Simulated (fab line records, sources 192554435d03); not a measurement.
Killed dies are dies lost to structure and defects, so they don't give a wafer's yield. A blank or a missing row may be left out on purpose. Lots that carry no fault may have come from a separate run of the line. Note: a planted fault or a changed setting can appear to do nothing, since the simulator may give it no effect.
Which tool did it? -- flow n5Finfet -- 36 wafers from 12 lots sampled at 6 of the route's 1938 steps

## WHAT THE GAUGES SHOWED, per wafer
N5_MOL_CONTACT_COAG_THK_MEAS_53.
lot,measured,on,VIA_MOL_THK (nm)
L075,day 5 14:04,filmMetro-02,43.8 44.4 44.8
L077,day 5 22:13,filmMetro-02,43.3 44.7 44.7
L079,day 6 12:28,filmMetro-02,44.4 44.0 44.7
L081,day 7 13:17,filmMetro-02,43.6 44.5 44.3
L084,day 7 19:39,filmMetro-01,43.0 43.9 44.2
L085,day 8 09:42,filmMetro-02,44.3 45.4 44.2
L087,day 9 00:32,filmMetro-02,43.3 43.6 43.6
L089,day 9 04:19,filmMetro-02,43.7 43.6 44.2
L091,day 10 02:13,filmMetro-02,43.3 42.7 43.6
L093,day 10 10:25,filmMetro-02,43.9 44.0 45.4
L095,day 10 16:13,filmMetro-02,43.5 43.2 44.0
L097,day 11 04:34,filmMetro-02,43.4 43.6 44.2

## TOOL THAT RAN EACH LOT (tool first, then ch and the chambers of the sampled wafers, then the start)
lot,N5_MOL_CONTACT_COAG_ALD_123,N5_MOL_CONTACT_COAG_VIA_ETCH_46,N5_MOL_CONTACT_COAG_ETCHBACK_134,N5_MOL_CONTACT_COAG_VIA_ETCH_117,N5_MOL_CONTACT_COAG_CVD_140
L075,"aldSin-04 ch 0,3, day 5 09:47","rieDiel-01 ch 0,1,3, day 5 11:22","rieDiel-04 ch 0,1, day 5 12:28","rieDiel-04 ch 0,1, day 5 12:37","cvdW-01 ch 0, day 5 13:21"
L077,"aldSin-01 ch 0,1,2, day 5 17:54","rieDiel-01 ch 0,1,2, day 5 19:25","rieDiel-04 ch 1,2,3, day 5 20:38","rieDiel-04 ch 1,2,3, day 5 20:48","cvdW-01 ch 0, day 5 21:22"
L079,"aldSin-04 ch 0,2,3, day 6 07:33","rieDiel-01 ch 0,3, day 6 09:29","rieDiel-03 ch 0,1,2, day 6 10:50","rieDiel-03 ch 0,1,2, day 6 10:59","cvdW-01 ch 0, day 6 11:38"
L081,"aldSin-02 ch 0,3, day 7 09:05","rieDiel-03 ch 0,1,3, day 7 10:52","rieDiel-01 ch 0,2, day 7 12:02","rieDiel-01 ch 0,2, day 7 12:11","cvdW-02 ch 0,1, day 7 12:40"
L084,"aldSin-04 ch 2,3, day 7 15:43","rieDiel-04 ch 0,1,2, day 7 17:10","rieDiel-04 ch 1,3, day 7 18:23","rieDiel-04 ch 1,3, day 7 18:33","cvdW-02 ch 0,1, day 7 19:02"
L085,"aldSin-02 ch 0,2,3, day 8 03:43","rieDiel-03 ch 0,1,2, day 8 05:40","rieDiel-03 ch 1,3, day 8 08:23","rieDiel-03 ch 1,3, day 8 08:33","cvdW-02 ch 0,1, day 8 09:04"
L087,"aldSin-01 ch 1,2,3, day 8 16:01","rieDiel-01 ch 0,1,2, day 8 17:42","rieDiel-01 ch 0,1,2, day 8 23:16","rieDiel-01 ch 0,1,2, day 8 23:26","cvdW-01 ch 0,1, day 8 23:55"
L089,"aldSin-01 ch 0,2,3, day 8 23:21","rieDiel-01 ch 0,1,3, day 9 01:08","rieDiel-03 ch 0,2, day 9 03:02","rieDiel-03 ch 0,2, day 9 03:11","cvdW-02 ch 0,1, day 9 03:42"
L091,"aldSin-01 ch 2,3, day 9 21:56","rieDiel-03 ch 0,1,2, day 9 23:37","rieDiel-03 ch 1,2, day 10 00:54","rieDiel-03 ch 1,2, day 10 01:03","cvdW-02 ch 0,1, day 10 01:36"
L093,"aldSin-01 ch 0,1,2, day 10 06:06","rieDiel-04 ch 0,2,3, day 10 07:40","rieDiel-01 ch 0,3, day 10 09:10","rieDiel-01 ch 0,3, day 10 09:19","cvdW-02 ch 0,1, day 10 09:49"
L095,"aldSin-04 ch 1,2,3, day 10 12:09","rieDiel-04 ch 1,3, day 10 13:52","rieDiel-01 ch 0,2, day 10 14:58","rieDiel-01 ch 0,2, day 10 15:07","cvdW-01 ch 0,1, day 10 15:36"
L097,"aldSin-04 ch 0,1,3, day 10 23:52","rieDiel-03 ch 1,2, day 11 02:10","rieDiel-01 ch 2,3, day 11 03:16","rieDiel-01 ch 2,3, day 11 03:26","cvdW-02 ch 0,1, day 11 03:55"
- N5_MOL_CONTACT_COAG_ALD_123: deposits SiNx, target thk 5 nm, pulse time 1 s, purge time 2 s.
- N5_MOL_CONTACT_COAG_VIA_ETCH_46: etches SiO2 in C4F6/O2, target depth 46 nm, overetch 9.2 nm, time 40 s.
- N5_MOL_CONTACT_COAG_ETCHBACK_134: etches SiO2 in CHF3, target depth 10 nm, time 6.7 s.
- N5_MOL_CONTACT_COAG_VIA_ETCH_117: etches SiO2 in C4F6/O2, target depth 40 nm, overetch 8 nm, time 26 s.
- N5_MOL_CONTACT_COAG_CVD_140: deposits W, target thk 66.5 nm, time 215 s.

## THE ANSWER, worked out from the rows above alone
Rule: what is usual is taken from the lots themselves. The widest of any qualifying gaps counts: lots, ordered by their means at a reading, are off when they make up no more than a third of the lots, leave a main group of 4 or more, and stand apart from it by 3 or more times the standard deviation of that group's means. If all means in a main group match to the digits the tables above print for the reading, that group is not used. A lot without any number at a reading at which 4 lots or more have one is off too. The other lots that the step has rows for count as sound.
None of the lots is off at any reading shown; this tells nothing.

## WHAT THE SIMULATOR HAD INSERTED
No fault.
